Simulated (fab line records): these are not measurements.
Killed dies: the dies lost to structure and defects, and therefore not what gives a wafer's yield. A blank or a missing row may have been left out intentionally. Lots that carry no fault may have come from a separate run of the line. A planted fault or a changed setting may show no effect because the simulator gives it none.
Matching of chambers + flow n5 finfet + 3 sister chambers for N5_BEOL_M1_DEP_57 on pecvd-04
The step deposits SiCN from 3MS/NH3, target thk 8 nm, time 14 s. 3 wafers are shown with their chamber, then 7 later ones without.

WAFERS, EACH WITH ITS CHAMBER
| wafer  | chamber | throttle valve pct (%) |
|--------|---------|------------------------|
| L079.2 | 1       | 9.9                    |
| L084.5 | 2       | 9.3                    |
| L086.4 | 0       | 9.0                    |

WAFERS MISSING THEIR CHAMBER
| wafer  | throttle valve pct (%) |
|--------|------------------------|
| L086.5 | 8.8                    |
| L091.1 | 8.5                    |
| L091.2 | 9.6                    |
| L091.3 | 9.2                    |
| L094.1 | 8.2                    |
| L094.2 | 9.6                    |
| L094.6 | 9.6                    |

THE CHAMBER EACH PASSED THROUGH
| wafer  | from the rows above          | in truth |
|--------|------------------------------|----------|
| L086.5 | can't be placed: 0 or 2      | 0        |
| L091.1 | can't be placed: 0 or 2      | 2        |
| L091.2 | can't be placed: 2 or 1 or 0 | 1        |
| L091.3 | can't be placed: 2 or 0 or 1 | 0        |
| L094.1 | can't be placed: 0 or 2      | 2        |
| L094.2 | can't be placed: 2 or 1 or 0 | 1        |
| L094.6 | can't be placed: 2 or 1 or 0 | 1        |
Placed correctly: 0 of 7. Not placeable from these rows: 7 (in 7, the candidates include the true chamber). 0 placed wrongly.
How it was worked out, from the rows above alone: a wafer's distance from a chamber is the root of the sum, over the readings, of the square of ((its reading less the chamber's mean) divided by the reading's scatter). The wafer belongs to the nearest chamber; if the next one is less than 2 further off, it can't be placed. For every chamber, the mean is computed from those of its wafers that are shown. The scatter (one wafer shown for each chamber): square how far every hidden wafer sits from the nearest shown wafer, average those squares and take the square root.
